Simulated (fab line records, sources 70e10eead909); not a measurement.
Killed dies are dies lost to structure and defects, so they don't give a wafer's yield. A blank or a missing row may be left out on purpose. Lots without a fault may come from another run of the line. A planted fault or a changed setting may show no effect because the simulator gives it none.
Chamber matching | flow nand_harc | NHARC_A_STAIRCASE_TRIM_229 on rie_diel-09: 4 sister chambers
The step chemistry O2, time 211.2 s. 27 wafers are shown with their chamber, then 12 later ones without.

WAFERS WITH THEIR CHAMBER
wafer  | chamber | drypump_motor_current_A (A) | showerhead_plenum_p_Torr (Torr) | rf_vpp_V (V)
L075.1 | 2       | 4.9                         | 3.51                            | 58.3
L075.3 | 0       | 5.1                         | 3.53                            | 58.3
L075.4 | 1       | 4.9                         | 3.50                            | 58.2
L078.1 | 1       | 4.9                         | 3.49                            | 58.3
L078.4 | 3       | 5.5                         | 3.81                            | 59.8
L078.5 | 0       | 5.1                         | 3.53                            | 58.7
L080.2 | 2       | 4.9                         | 3.50                            | 58.0
L080.3 | 0       | 5.1                         | 3.53                            | 58.0
L080.4 | 1       | 4.9                         | 3.49                            | 58.1
L083.1 | 2       | 4.9                         | 3.50                            | 57.2
L083.2 | 1       | 4.9                         | 3.48                            | 59.7
L083.4 | 3       | 5.5                         | 3.80                            | 59.7
L084.2 | 3       | 5.5                         | 3.80                            | 59.1
L084.4 | 0       | 5.1                         | 3.52                            | 57.1
L084.5 | 2       | 4.9                         | 3.49                            | 58.5
L085.1 | 3       | 5.6                         | 3.79                            | 58.1
L085.3 | 2       | 4.9                         | 3.49                            | 57.4
L085.6 | 2       | 4.9                         | 3.49                            | 58.1
L086.3 | 1       | 4.9                         | 3.48                            | 58.7
L086.4 | 2       | 4.9                         | 3.49                            | 58.5
L086.6 | 3       | 5.6                         | 3.79                            | 57.4
L090.3 | 1       | 4.9                         | 3.48                            | 58.6
L090.5 | 0       | 5.1                         | 3.52                            | 57.0
L090.6 | 1       | 4.9                         | 3.48                            | 58.6
L094.3 | 1       | 4.9                         | 3.47                            | 58.4
L094.4 | 0       | 5.1                         | 3.51                            | 56.7
L094.6 | 3       | 5.5                         | 3.78                            | 58.4

SIGNATURES (means of the wafers above)
reading                  | chamber 0 | chamber 1 | chamber 2 | chamber 3 | scatter within a chamber
drypump_motor_current_A  | 5.100     | 4.900     | 4.900     | 5.533     | 0.0241
showerhead_plenum_p_Torr | 3.5233    | 3.4838    | 3.4957    | 3.7950    | 0.00895
rf_vpp_V                 | 57.633    | 58.575    | 58.000    | 58.750    | 0.695
Rule: a wafer's distance from a chamber is the root of the sum, over the readings, of the square of ((its reading less the chamber's mean) divided by the reading's scatter). The wafer belongs to the nearest chamber; if the next one is less than 2 further off, it can't be placed. The scatter: the root of (the sum of the squares of (reading less its chamber's mean) over the shown wafers, divided by (wafers less chambers)).

WAFERS WITHOUT THEIR CHAMBER
wafer  | drypump_motor_current_A (A) | showerhead_plenum_p_Torr (Torr) | rf_vpp_V (V)
L096.1 | 5.6                         | 3.78                            | 59.1
L096.3 | 5.1                         | 3.51                            | 57.7
L096.4 | 4.9                         | 3.49                            | 57.9
L095.1 | 4.9                         | 3.47                            | 57.1
L095.2 | 5.6                         | 3.78                            | 58.0
L095.3 | 4.9                         | 3.49                            | 57.8
L095.4 | 5.0                         | 3.51                            | 57.8
L095.5 | 4.9                         | 3.47                            | 57.2
L095.6 | 4.9                         | 3.49                            | 58.3
L097.1 | 5.0                         | 3.51                            | 57.2
L097.3 | 4.9                         | 3.47                            | 56.7
L097.4 | 5.5                         | 3.78                            | 57.0

WHICH CHAMBER EACH WENT THROUGH
wafer  | from the rows above          | in truth
L096.1 | 3                            | 3
L096.3 | 0                            | 0
L096.4 | can't be placed: 2 or 1      | 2
L095.1 | can't be placed: 1 or 2      | 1
L095.2 | 3                            | 3
L095.3 | can't be placed: 2 or 1      | 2
L095.4 | can't be placed: 0 or 2 or 1 | 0
L095.5 | can't be placed: 1 or 2      | 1
L095.6 | can't be placed: 2 or 1      | 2
L097.1 | can't be placed: 0 or 2 or 1 | 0
L097.3 | can't be placed: 1 or 2      | 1
L097.4 | 3                            | 3
Placed correctly: 4 of 12. Can't be placed from these rows: 8 (the true chamber is among the candidates in 8). Placed wrongly: 0.
